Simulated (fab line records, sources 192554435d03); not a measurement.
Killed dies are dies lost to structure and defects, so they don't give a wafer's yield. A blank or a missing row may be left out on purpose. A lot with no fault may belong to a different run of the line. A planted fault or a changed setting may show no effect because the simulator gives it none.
Matching of chambers -- flow n5-finfet -- 4 sister chambers for N5_BEOL_M10_STRIP_67 on rie-diel-01
The step strips in CF4. 4 wafers are shown with their chamber, then 7 later ones without.

WAFERS PAIRED WITH THEIR CHAMBERS
wafer,chamber,showerhead-plenum-p-Torr (Torr)
L088.2,0,1.79
L086.1,1,1.82
L090.3,2,1.80
L090.4,3,1.77

WAFERS WITHOUT THEIR CHAMBER
wafer,showerhead-plenum-p-Torr (Torr)
L090.6,1.82
L093.2,1.76
L093.3,1.81
L093.4,1.78
L094.3,1.81
L094.5,1.79
L094.6,1.78

CHAMBER TAKEN BY EACH
wafer,from the rows above,in truth
L090.6,1,1
L093.2,3,3
L093.3,can't be placed: 1 or 2 or 0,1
L093.4,can't be placed: 0 or 3 or 2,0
L094.3,can't be placed: 1 or 2 or 0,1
L094.5,can't be placed: 0 or 2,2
L094.6,can't be placed: 0 or 3 or 2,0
Correct placement for 2 of the 7. Unplaceable from these rows: 5, with the true chamber sitting among the candidates in 5. Placed wrongly: 0.
How it was worked out, from the rows above alone: a wafer's distance from a chamber is the root of the sum, over the readings, of the square of ((its reading less the chamber's mean) divided by the reading's scatter). If the next closest chamber is less than 2 further off than the closest, the wafer can't be placed; otherwise it belongs to the closest. The mean given for a chamber averages the wafers shown for that chamber. The scatter: with one shown wafer a chamber, the root of the mean of the squares of how far each hidden wafer lies from its nearest shown one.
